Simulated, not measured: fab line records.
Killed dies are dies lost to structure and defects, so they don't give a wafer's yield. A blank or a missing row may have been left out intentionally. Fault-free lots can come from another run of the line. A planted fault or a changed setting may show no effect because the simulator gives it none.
Which tool is to blame?	flow n5-finfet	Sampling: 24 lots, 72 wafers, 5 of 1938 route steps

WHAT EACH GAUGE READ, for each wafer
N5_BEOL_M2_OVL_MEAS_29.
lot	measured	on	V1_OVL (nm)
L074	day 6 21:42	overlay-01	0.1 0.0 0.4
L075	day 6 23:50	overlay-02	-1.0 -1.8 -0.5
L076	day 7 17:45	overlay-02	-1.4 -1.6 -0.3
L077	day 7 22:29	overlay-02	-0.9 -1.5 -0.2
L078	day 7 23:38	overlay-01	-0.8 -0.8 -0.3
L079	day 8 13:27	overlay-01	0.0 0.1 -0.7
L080	day 8 17:46	overlay-01	-0.1 -0.1 0.0
L081	day 8 18:36	overlay-02	-1.2 -1.1 -0.8
L082	day 9 01:56	overlay-01	0.3 0.6 0.9
L083	day 9 07:25	overlay-02	-0.4 -0.5 -1.6
L084	day 9 08:28	overlay-01	-1.0 -0.5 -1.3
L085	day 9 10:00	overlay-02	-0.2 -1.2 -0.7
L086	day 9 13:46	overlay-01	0.1 0.2 0.2
L087	day 9 22:22	overlay-02	0.7 -0.1 0.5
L088	day 10 01:28	overlay-02	-1.6 -1.7 -1.8
L090	day 10 12:02	overlay-01	-0.3 0.0 -0.7
L089	day 11 00:22	overlay-02	-0.6 -0.7 -0.3
L091	day 11 01:43	overlay-02	0.2 -1.4 -0.3
L092	day 11 10:58	overlay-01	-0.8 -1.3 -0.1
L094	day 11 11:08	overlay-01	-0.3 -0.6 -0.7
L093	day 11 20:22	overlay-02	0.6 -0.4 -0.2
L095	day 11 22:07	overlay-02	0.4 0.6 0.2
L096	day 12 11:57	overlay-02	0.6 1.2 0.9
L097	day 13 14:23	overlay-02	0.5 -1.7 0.0

N5_BEOL_M2_INSPECT_59: inspects for defects (darkfield).
lot	measured	on	raw-defect-count
L074	day 7 12:13	defect-inspect-02	71 69 56
L075	day 7 17:23	defect-inspect-02	64 77 76
L076	day 8 05:38	defect-inspect-01	79 68 90
L077	day 8 06:12	defect-inspect-01	109 101 52
L078	day 8 11:25	defect-inspect-02	56 30 63
L079	day 8 20:00	defect-inspect-01	129 77 78
L080	day 9 06:10	defect-inspect-02	73 60 44
L081	day 9 11:34	defect-inspect-02	69 74 132
L082	day 14 08:20	defect-inspect-01	70 88 68
L083	day 11 04:41	defect-inspect-02	48 58 51
L084	day 11 05:00	defect-inspect-01	71 46 90
L085	day 11 16:38	defect-inspect-02	73 76 71
L086	day 12 08:20	defect-inspect-02	44 56 54
L087	day 12 20:18	defect-inspect-01	106 62 71
L088	day 12 22:11	defect-inspect-02	57 83 123
L090	day 13 04:30	defect-inspect-02	38 76 49
L089	day 13 09:18	defect-inspect-02	52 42 44
L091	day 12 22:47	defect-inspect-02	84 96 66
L092	day 13 07:28	defect-inspect-02	106 128 91
L094	day 13 11:08	defect-inspect-02	49 33 31
L093	day 13 18:51	defect-inspect-02	112 55 47
L095	day 13 19:01	defect-inspect-02	91 108 117
L096	day 14 07:39	defect-inspect-01	58 94 52
L097	day 14 14:58	defect-inspect-01	50 49 61

WHAT TOOL EACH LOT RAN ON (gives the tool, then ch and the chambers of the sampled wafers, and finally the start)
lot	N5_BEOL_M2_PRE_CLEAN_45	N5_BEOL_M2_SPUTTER_86	N5_BEOL_M2_ANNEAL_93
L074	pvd-sputter-03, day 7 07:38	pvd-sputter-03, day 7 10:02	pvd-sputter-03, day 7 10:47
L075	pvd-sputter-02, day 7 11:49	pvd-sputter-01, day 7 13:47	pvd-sputter-01, day 7 14:31
L076	pvd-sputter-02, day 8 02:17	pvd-sputter-02, day 8 03:28	pvd-sputter-02, day 8 04:12
L077	pvd-sputter-01, day 8 02:27	pvd-sputter-01, day 8 04:01	pvd-sputter-01, day 8 04:45
L078	pvd-sputter-02, day 8 07:50	pvd-sputter-01, day 8 09:12	pvd-sputter-01, day 8 09:56
L079	pvd-sputter-02, day 8 16:31	pvd-sputter-03, day 8 17:50	pvd-sputter-03, day 8 18:34
L080	pvd-sputter-01, day 9 00:47	pvd-sputter-02, day 9 03:44	pvd-sputter-02, day 9 04:28
L081	pvd-sputter-01, day 9 07:49	pvd-sputter-01, day 9 09:20	pvd-sputter-01, day 9 10:04
L082	pvd-sputter-03, day 9 15:26	pvd-sputter-03, day 14 06:04	pvd-sputter-03, day 14 06:48
L083	pvd-sputter-02, day 11 01:14	pvd-sputter-02, day 11 02:23	pvd-sputter-02, day 11 03:08
L084	pvd-sputter-02, day 11 01:19	pvd-sputter-01, day 11 02:35	pvd-sputter-01, day 11 03:20
L085	pvd-sputter-02, day 11 13:13	pvd-sputter-01, day 11 14:24	pvd-sputter-01, day 11 15:08
L086	pvd-sputter-01, day 12 04:50	pvd-sputter-01, day 12 06:02	pvd-sputter-01, day 12 06:47
L087	pvd-sputter-01, day 12 16:58	pvd-sputter-01, day 12 18:08	pvd-sputter-01, day 12 18:52
L088	pvd-sputter-02, day 12 18:46	pvd-sputter-01, day 12 20:01	pvd-sputter-01, day 12 20:45
L090	pvd-sputter-01, day 13 00:46	pvd-sputter-01, day 13 02:19	pvd-sputter-01, day 13 03:04
L089	pvd-sputter-01, day 13 04:13	pvd-sputter-02, day 13 07:07	pvd-sputter-02, day 13 07:52
L091	pvd-sputter-02, day 12 19:20	pvd-sputter-02, day 12 20:35	pvd-sputter-02, day 12 21:20
L092	pvd-sputter-01, day 13 04:04	pvd-sputter-01, day 13 05:18	pvd-sputter-01, day 13 06:02
L094	pvd-sputter-01, day 13 07:10	pvd-sputter-01, day 13 08:30	pvd-sputter-01, day 13 09:14
L093	pvd-sputter-01, day 13 15:26	pvd-sputter-01, day 13 16:37	pvd-sputter-01, day 13 17:21
L095	pvd-sputter-01, day 13 15:36	pvd-sputter-02, day 13 16:50	pvd-sputter-02, day 13 17:34
L096	pvd-sputter-01, day 14 02:22	pvd-sputter-01, day 14 05:27	pvd-sputter-01, day 14 06:11
L097	pvd-sputter-01, day 14 11:29	pvd-sputter-01, day 14 12:47	pvd-sputter-01, day 14 13:31
- N5_BEOL_M2_PRE_CLEAN_45: time 30 s.
- N5_BEOL_M2_SPUTTER_86: material Cu, target thk 4.5 nm, time 8.29 s.
- N5_BEOL_M2_ANNEAL_93: time 240 s.

WHAT THE TOOLS THEMSELVES READ (means of the sampled wafers that have a number; where no wafer has one, the mark that the record gives instead)
N5_BEOL_M2_PRE_CLEAN_45.
lot	tool	heater-power-w (W)
L074	pvd-sputter-03	307
L075	pvd-sputter-02	360
L076	pvd-sputter-02	329
L077	pvd-sputter-01	319
L078	pvd-sputter-02	362
L079	pvd-sputter-02	318
L080	pvd-sputter-01	301
L081	pvd-sputter-01	318
L082	pvd-sputter-03	337
L083	pvd-sputter-02	321
L084	pvd-sputter-02	320
L085	pvd-sputter-02	338
L086	pvd-sputter-01	313
L087	pvd-sputter-01	320
L088	pvd-sputter-02	329
L090	pvd-sputter-01	316
L089	pvd-sputter-01	295
L091	pvd-sputter-02	327
L092	pvd-sputter-01	308
L094	pvd-sputter-01	317
L093	pvd-sputter-01	317
L095	pvd-sputter-01	315
L096	pvd-sputter-01	298
L097	pvd-sputter-01	315

N5_BEOL_M2_SPUTTER_86.
lot	tool	throttle-valve-pct (%)
L074	pvd-sputter-03	28.9
L075	pvd-sputter-01	29.3
L076	pvd-sputter-02	30.1
L077	pvd-sputter-01	29.5
L078	pvd-sputter-01	29.7
L079	pvd-sputter-03	28.7
L080	pvd-sputter-02	29.6
L081	pvd-sputter-01	30.3
L082	pvd-sputter-03	28.8
L083	pvd-sputter-02	29.6
L084	pvd-sputter-01	30.1
L085	pvd-sputter-01	30.7
L086	pvd-sputter-01	29.2
L087	pvd-sputter-01	29.1
L088	pvd-sputter-01	29.6
L090	pvd-sputter-01	30.6
L089	pvd-sputter-02	29.4
L091	pvd-sputter-02	29.9
L092	pvd-sputter-01	29.9
L094	pvd-sputter-01	29.5
L093	pvd-sputter-01	29.8
L095	pvd-sputter-02	29.9
L096	pvd-sputter-01	30.8
L097	pvd-sputter-01	29.8

N5_BEOL_M2_ANNEAL_93.
lot	tool	heater-power-w (W)
L074	pvd-sputter-03	802
L075	pvd-sputter-01	784
L076	pvd-sputter-02	879
L077	pvd-sputter-01	760
L078	pvd-sputter-01	794
L079	pvd-sputter-03	833
L080	pvd-sputter-02	862
L081	pvd-sputter-01	754
L082	pvd-sputter-03	865
L083	pvd-sputter-02	813
L084	pvd-sputter-01	763
L085	pvd-sputter-01	724
L086	pvd-sputter-01	797
L087	pvd-sputter-01	833
L088	pvd-sputter-01	761
L090	pvd-sputter-01	747
L089	pvd-sputter-02	825
L091	pvd-sputter-02	844
L092	pvd-sputter-01	789
L094	pvd-sputter-01	769
L093	pvd-sputter-01	779
L095	pvd-sputter-02	844
L096	pvd-sputter-01	722
L097	pvd-sputter-01	763

THE ANSWER, worked out from the rows above alone
Rule: the usual values come from the lots themselves. Put in order of their means at a reading, lots are off if they are a third of the lots or fewer, leave a main group of 4 or more, and stand apart from it by a gap of 3 or more times the standard deviation of the main group's means; of several such gaps the widest counts. A main group whose means are all the same, to the digits that the tables above print for the reading, isn't used. A lot without any number at a reading at which 4 lots or more have one is off too. Any other lot the step has rows for is counted as sound. The gauges are gone through in route order, then the tools' own readings, and for those a lot's mean is taken as printed above. The first step at which some lot is off is used, and at that step the reading that is off furthest; a lot without a number counts as furthest.
Across all readings shown, no lot is off: no conclusion can be drawn from this.

WHAT THE SIMULATOR HAD INSERTED
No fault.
